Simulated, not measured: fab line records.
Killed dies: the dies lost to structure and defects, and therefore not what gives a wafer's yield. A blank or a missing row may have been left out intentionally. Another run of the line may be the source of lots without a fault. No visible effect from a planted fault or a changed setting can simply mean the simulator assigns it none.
Which of the tools did it? ; flow nand harc ; 6 lots with 18 wafers sampled at 5 steps, on a route of 1159 steps

== WHAT THE GAUGES READ, wafer by wafer ==
NHARC_END_SORT_01.
lot;measured;on;killed at other
L484;day 20 09:07;prober-01;1 0 1
L491;day 22 05:33;prober-01;3 1 4
L493;day 23 03:23;prober-01;640 0 1

== WHAT TOOL EACH LOT RAN ON (gives the tool, then ch and the chambers of the sampled wafers, and finally the start) ==
lot;NHARC_THIN_TSV_ETCH_44;NHARC_THIN_TSV_DEGAS_49;NHARC_THIN_TSV_PVD_51;NHARC_THIN_TSV_PRE_CLEAN_54
L484;rie diel-04 ch 0,3, day 19 07:00;pvd sputter-03, day 19 09:32;pvd sputter-03, day 19 09:50;pvd sputter-01, day 19 11:37
L486;rie diel-04 ch 1,3, day 21 05:02;pvd sputter-03, day 21 08:03;pvd sputter-03, day 21 08:20;pvd sputter-01, day 21 10:07
L491;rie diel-09 ch 1,2,3, day 21 14:38;pvd sputter-01, day 21 17:08;pvd sputter-01, day 21 17:26;pvd sputter-02, day 21 19:14
L493;rie diel-04 ch 1,3, day 22 12:31;pvd sputter-03, day 22 15:13;pvd sputter-03, day 22 15:31;pvd sputter-02, day 22 17:35
L498;rie diel-09 ch 1,3, day 24 01:43;pvd sputter-01, day 24 04:19;pvd sputter-01, day 24 04:35;pvd sputter-01, day 24 06:25
L501;rie diel-11 ch 0,1,3, day 24 09:58;pvd sputter-01, day 24 12:26;pvd sputter-01, day 24 12:43;pvd sputter-02, day 24 14:49
- NHARC_THIN_TSV_ETCH_44: etches the open film in CF4/O2, target depth 1594.2 nm, time 797.1 s.
- NHARC_THIN_TSV_DEGAS_49: time 120 s.
- NHARC_THIN_TSV_PVD_51: deposits Cu, target thk 100 nm.
- NHARC_THIN_TSV_PRE_CLEAN_54: time 30 s.

== THE ANSWER, worked out from the rows above alone ==
Rule: usual is defined by the lots themselves. Put in order of their means at a reading, lots are off if they are a third of the lots or fewer, leave a main group of 4 or more, and stand apart from it by a gap of 3 or more times the standard deviation of the main group's means; of several such gaps the widest counts. The tables above print the reading to a certain number of digits; a main group whose means all agree to those digits is not used. A lot without any number at a reading at which 4 lots or more have one is off too. Where the step has rows for the other lots, those lots are counted as sound.
None of the lots is off at any reading shown; this tells nothing.

== WHAT THE SIMULATOR HAD PUT IN ==
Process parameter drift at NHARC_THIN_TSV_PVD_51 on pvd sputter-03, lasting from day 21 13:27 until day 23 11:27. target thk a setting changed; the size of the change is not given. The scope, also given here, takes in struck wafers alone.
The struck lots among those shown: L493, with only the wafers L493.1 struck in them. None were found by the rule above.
